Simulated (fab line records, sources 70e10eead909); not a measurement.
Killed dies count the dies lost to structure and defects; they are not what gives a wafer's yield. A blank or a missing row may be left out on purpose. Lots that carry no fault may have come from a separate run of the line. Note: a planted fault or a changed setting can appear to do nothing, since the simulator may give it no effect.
Matching of chambers :: flow nand harc :: rie diel-07 running NHARC_A_STAIRCASE_ETCH_271: 4 sister chambers
The step etches the open film in CF4/CHF3. 8 wafers are shown with their chamber, then 9 later ones without.

## WAFERS, EACH WITH ITS CHAMBER
wafer: L082.3
chamber: 2
drypump motor current A (A): 6.1
showerhead plenum p Torr (Torr): 1.63

wafer: L082.4
chamber: 3
drypump motor current A (A): 4.9
showerhead plenum p Torr (Torr): 1.62

wafer: L084.2
chamber: 1
drypump motor current A (A): 5.9
showerhead plenum p Torr (Torr): 1.55

wafer: L084.4
chamber: 2
drypump motor current A (A): 6.2
showerhead plenum p Torr (Torr): 1.63

wafer: L084.6
chamber: 1
drypump motor current A (A): 5.9
showerhead plenum p Torr (Torr): 1.55

wafer: L087.2
chamber: 0
drypump motor current A (A): 6.4
showerhead plenum p Torr (Torr): 1.50

wafer: L087.5
chamber: 0
drypump motor current A (A): 6.3
showerhead plenum p Torr (Torr): 1.50

wafer: L087.6
chamber: 3
drypump motor current A (A): 4.9
showerhead plenum p Torr (Torr): 1.61

## WAFERS WITH NO CHAMBER GIVEN
wafer: L090.3
drypump motor current A (A): 4.9
showerhead plenum p Torr (Torr): 1.61

wafer: L090.4
drypump motor current A (A): 6.1
showerhead plenum p Torr (Torr): 1.63

wafer: L090.5
drypump motor current A (A): 5.9
showerhead plenum p Torr (Torr): 1.54

wafer: L092.1
drypump motor current A (A): 6.3
showerhead plenum p Torr (Torr): 1.50

wafer: L092.3
drypump motor current A (A): 4.9
showerhead plenum p Torr (Torr): 1.61

wafer: L092.6
drypump motor current A (A): 5.9
showerhead plenum p Torr (Torr): 1.54

wafer: L093.3
drypump motor current A (A): 6.1
showerhead plenum p Torr (Torr): 1.62

wafer: L093.4
drypump motor current A (A): 5.9
showerhead plenum p Torr (Torr): 1.54

wafer: L093.5
drypump motor current A (A): 5.9
showerhead plenum p Torr (Torr): 1.54

## WHICH CHAMBER EACH WENT THROUGH
wafer: L090.3
from the rows above: 3
in truth: 3

wafer: L090.4
from the rows above: 2
in truth: 2

wafer: L090.5
from the rows above: 1
in truth: 1

wafer: L092.1
from the rows above: 0
in truth: 0

wafer: L092.3
from the rows above: 3
in truth: 3

wafer: L092.6
from the rows above: 1
in truth: 1

wafer: L093.3
from the rows above: 2
in truth: 2

wafer: L093.4
from the rows above: 1
in truth: 1

wafer: L093.5
from the rows above: 1
in truth: 1
Correctly placed: 9 of 9. Can't be placed from these rows: 0. Placed wrongly: 0.
How it was worked out, from the rows above alone: a wafer's distance from a chamber is the root of the sum, over the readings, of the square of ((its reading less the chamber's mean) divided by the reading's scatter). If the next closest chamber is less than 2 further off than the closest, the wafer can't be placed; otherwise it belongs to the closest. A chamber's mean is the mean of its shown wafers. The scatter is the square root of a quotient: the sum, over the shown wafers, of each reading's squared deviation from its chamber's mean, divided by wafers minus chambers.
